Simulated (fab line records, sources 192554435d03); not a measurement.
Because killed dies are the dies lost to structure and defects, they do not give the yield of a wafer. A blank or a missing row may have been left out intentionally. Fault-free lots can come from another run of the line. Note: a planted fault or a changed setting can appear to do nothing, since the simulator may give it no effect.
Split-lot study || flow n5_finfet || route with 1938 steps; 7 lots, 21 wafers read

## ON THE SPLIT
At N5_BEOL_M14_PEB_26 (peb time 90 s), the setting peb_temp_c was moved away from the recipe's 130 C on 7 of the 21 wafers read, by -2.2% to +1.5%. This setting was run at the recipe's value on the other wafers.

## FROM THE SPLIT TO THE READING: what the file shows between them, 2 steps
- N5_BEOL_M14_DEVELOP_27: develop time 45 s
- N5_BEOL_M14_HARDBAKE_32: time 120 s

## THE READING
Shown in nm: cd_nm at N5_BEOL_M14_CD_MEAS_28, with target cd 284.4 nm. Fault-free wafers of this fab line usually give 284.9 nm, standard deviation 1.2 nm.

{"wafer": "L074.2", "tool, chamber at the split": "litho_track-01, 0", "peb_temp_c as run, C": 130, "against the recipe": "recipe", "cd_nm, nm": 283.5, "against lot-mates on the recipe": "-"}
{"wafer": "L074.4", "tool, chamber at the split": "litho_track-01, 0", "peb_temp_c as run, C": 130, "against the recipe": "recipe", "cd_nm, nm": 286.1, "against lot-mates on the recipe": "-"}
{"wafer": "L074.6", "tool, chamber at the split": "litho_track-01, 0", "peb_temp_c as run, C": 130, "against the recipe": "recipe", "cd_nm, nm": 285.7, "against lot-mates on the recipe": "-"}
{"wafer": "L076.1", "tool, chamber at the split": "litho_track-01, 0", "peb_temp_c as run, C": 130, "against the recipe": "recipe", "cd_nm, nm": 285.5, "against lot-mates on the recipe": "-"}
{"wafer": "L076.4", "tool, chamber at the split": "litho_track-01, 0", "peb_temp_c as run, C": 130, "against the recipe": "recipe", "cd_nm, nm": 287.0, "against lot-mates on the recipe": "-"}
{"wafer": "L076.6", "tool, chamber at the split": "litho_track-01, 0", "peb_temp_c as run, C": 130, "against the recipe": "recipe", "cd_nm, nm": 286.8, "against lot-mates on the recipe": "-"}
{"wafer": "L080.1", "tool, chamber at the split": "litho_track-03, 0", "peb_temp_c as run, C": 132, "against the recipe": "+1.5%", "cd_nm, nm": 292.8, "against lot-mates on the recipe": "+7.4"}
{"wafer": "L080.4", "tool, chamber at the split": "litho_track-03, 0", "peb_temp_c as run, C": 130, "against the recipe": "recipe", "cd_nm, nm": 285.4, "against lot-mates on the recipe": "-"}
{"wafer": "L080.5", "tool, chamber at the split": "litho_track-03, 0", "peb_temp_c as run, C": 132, "against the recipe": "+1.5%", "cd_nm, nm": 294.2, "against lot-mates on the recipe": "+8.8"}
{"wafer": "L089.1", "tool, chamber at the split": "litho_track-03, 0", "peb_temp_c as run, C": 130, "against the recipe": "recipe", "cd_nm, nm": 285.1, "against lot-mates on the recipe": "-"}
{"wafer": "L089.3", "tool, chamber at the split": "litho_track-03, 0", "peb_temp_c as run, C": 127.2, "against the recipe": "-2.2%", "cd_nm, nm": 270.1, "against lot-mates on the recipe": -15.0}
{"wafer": "L089.5", "tool, chamber at the split": "litho_track-03, 0", "peb_temp_c as run, C": 127.2, "against the recipe": "-2.2%", "cd_nm, nm": 269.9, "against lot-mates on the recipe": -15.2}
{"wafer": "L083.1", "tool, chamber at the split": "litho_track-01, 0", "peb_temp_c as run, C": 131.2, "against the recipe": "+0.9%", "cd_nm, nm": 290.3, "against lot-mates on the recipe": "no lot-mate on the recipe"}
{"wafer": "L083.3", "tool, chamber at the split": "litho_track-01, 0", "peb_temp_c as run, C": 131.2, "against the recipe": "+0.9%", "cd_nm, nm": 290.9, "against lot-mates on the recipe": "no lot-mate on the recipe"}
{"wafer": "L083.5", "tool, chamber at the split": "litho_track-01, 0", "peb_temp_c as run, C": 131.2, "against the recipe": "+0.9%", "cd_nm, nm": 289.9, "against lot-mates on the recipe": "no lot-mate on the recipe"}
{"wafer": "L097.1", "tool, chamber at the split": "litho_track-03, 0", "peb_temp_c as run, C": 130, "against the recipe": "recipe", "cd_nm, nm": 286.3, "against lot-mates on the recipe": "-"}
{"wafer": "L097.2", "tool, chamber at the split": "litho_track-03, 0", "peb_temp_c as run, C": 130, "against the recipe": "recipe", "cd_nm, nm": 285.6, "against lot-mates on the recipe": "-"}
{"wafer": "L097.5", "tool, chamber at the split": "litho_track-03, 0", "peb_temp_c as run, C": 130, "against the recipe": "recipe", "cd_nm, nm": 285.2, "against lot-mates on the recipe": "-"}
{"wafer": "L096.3", "tool, chamber at the split": "litho_track-02, 0", "peb_temp_c as run, C": 130, "against the recipe": "recipe", "cd_nm, nm": 283.4, "against lot-mates on the recipe": "-"}
{"wafer": "L096.5", "tool, chamber at the split": "litho_track-02, 0", "peb_temp_c as run, C": 130, "against the recipe": "recipe", "cd_nm, nm": 285.2, "against lot-mates on the recipe": "-"}
{"wafer": "L096.6", "tool, chamber at the split": "litho_track-02, 0", "peb_temp_c as run, C": 130, "against the recipe": "recipe", "cd_nm, nm": 283.9, "against lot-mates on the recipe": "-"}

FIT RESULTS
A straight line over all 21 wafers: cd_nm changes by +6.38 nm for each +1% of peb_temp_c; r = +0.98; the points scatter about the line by 1.2 nm.
The same after taking each lot's own level away (the mean of its wafers on the recipe; 18 wafers): +6.39 nm for each +1%; r = +0.99; scatter 1 nm.
According to that fit, moving peb_temp_c by its largest amount changes the reading by 14 nm.
Across the lots, their own levels run from 284.17 to 286.43 nm, a range of 1.9 times the standard deviation given above.
The two slopes are in agreement: the lot-to-lot level therefore moves the slope only a little.
Check: -13.6 nm against its lot-mates is what the line predicts for one of the wafers moved furthest among these (-2.2%) when that wafer is left out of the fit. It came out at -15 nm against them.

## FURTHER SPLITS ON THESE WAFERS
Other splits were also applied to these wafers ahead of the reading. Each is held against what the fit with the lots' levels taken away leaves over:
{"other split on the same wafers": "N5_BEOL_M11_VIA_ETCH_34 time_s", "wafers away from the commonest value": 4, "r with cd_nm (lot level and that fit taken away)": "+0.38"}
{"other split on the same wafers": "N5_BEOL_M12_COAT_04 spin_rpm", "wafers away from the commonest value": 3, "r with cd_nm (lot level and that fit taken away)": -0.44}
{"other split on the same wafers": "N5_BEOL_M12_EXPOSE_07 dose_mj", "wafers away from the commonest value": 12, "r with cd_nm (lot level and that fit taken away)": -0.12}
{"other split on the same wafers": "N5_BEOL_M13_COAT_65 spin_rpm", "wafers away from the commonest value": 6, "r with cd_nm (lot level and that fit taken away)": -0.01}

## THE WHOLE CHAIN: every reading that the file lists as answering this split, in the file's order
{"step": "N5_BEOL_M14_CD_MEAS_28", "what it does": "target cd 284.4 nm", "reading": "cd_nm", "change (the file's fit)": "+6.43 nm for each +1% of the setting", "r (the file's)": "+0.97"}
{"step": "N5_BEOL_M14_DESCUM_33", "what it does": "chemistry O2, time 7.9 s", "reading": "BEOL_M14.cd_nm (the simulator's own value, which no gauge read)", "change (the file's fit)": "+6.46 nm for each +1% of the setting", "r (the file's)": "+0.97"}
{"step": "N5_BEOL_M14_ETCH_68", "what it does": "etches SOC in N2/H2, time 450 s", "reading": "BEOL_M14.cd_nm (the simulator's own value, which no gauge read)", "change (the file's fit)": "+6.94 nm for each +1% of the setting", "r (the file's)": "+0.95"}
{"step": "N5_BEOL_M14_TRENCH_ETCH_34", "what it does": "etches SiO2 in C4F8/O2/Ar, target depth 556.65 nm, time 126.9 s", "reading": "BEOL_M14.cd_nm (the simulator's own value, which no gauge read)", "change (the file's fit)": "+6.99 nm for each +1% of the setting", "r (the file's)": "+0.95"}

## FILE'S OWN FIT
cd_nm changes by +6.43 nm for each +1% of peb_temp_c, r = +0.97.
